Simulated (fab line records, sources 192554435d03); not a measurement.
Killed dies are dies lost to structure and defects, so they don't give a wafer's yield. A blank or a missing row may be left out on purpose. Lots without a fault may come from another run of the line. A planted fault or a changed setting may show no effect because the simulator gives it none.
Chamber matching | flow n5_finfet | N5_STI_FIN_REVEAL_STRIP_24 on rie_diel-03: 4 sister chambers
The step strips in N2/H2, time 90 s. 4 wafers are shown with their chamber, then 11 later ones without.

WAFERS WITH THEIR CHAMBER
wafer  | chamber | showerhead_plenum_p_Torr (Torr)
L084.2 | 0       | 3.32
L084.5 | 2       | 3.24
L085.5 | 3       | 3.49
L088.1 | 1       | 3.59

WAFERS WITHOUT THEIR CHAMBER
wafer  | showerhead_plenum_p_Torr (Torr)
L088.4 | 3.32
L088.6 | 3.59
L090.1 | 3.59
L090.5 | 3.49
L090.6 | 3.59
L091.2 | 3.32
L091.3 | 3.24
L091.4 | 3.48
L092.2 | 3.48
L092.4 | 3.31
L092.5 | 3.48

WHICH CHAMBER EACH WENT THROUGH
wafer  | from the rows above | in truth
L088.4 | 0                   | 0
L088.6 | 1                   | 1
L090.1 | 1                   | 1
L090.5 | 3                   | 3
L090.6 | 1                   | 1
L091.2 | 0                   | 0
L091.3 | 2                   | 2
L091.4 | 3                   | 3
L092.2 | 3                   | 3
L092.4 | 0                   | 0
L092.5 | 3                   | 3
Placed correctly: 11 of 11. Can't be placed from these rows: 0. Placed wrongly: 0.
How it was worked out, from the rows above alone: a wafer's distance from a chamber is the root of the sum, over the readings, of the square of ((its reading less the chamber's mean) divided by the reading's scatter). The wafer belongs to the nearest chamber; if the next one is less than 2 further off, it can't be placed. A chamber's mean is the mean of its shown wafers. The scatter: with one shown wafer a chamber, the root of the mean of the squares of how far each hidden wafer lies from its nearest shown one.
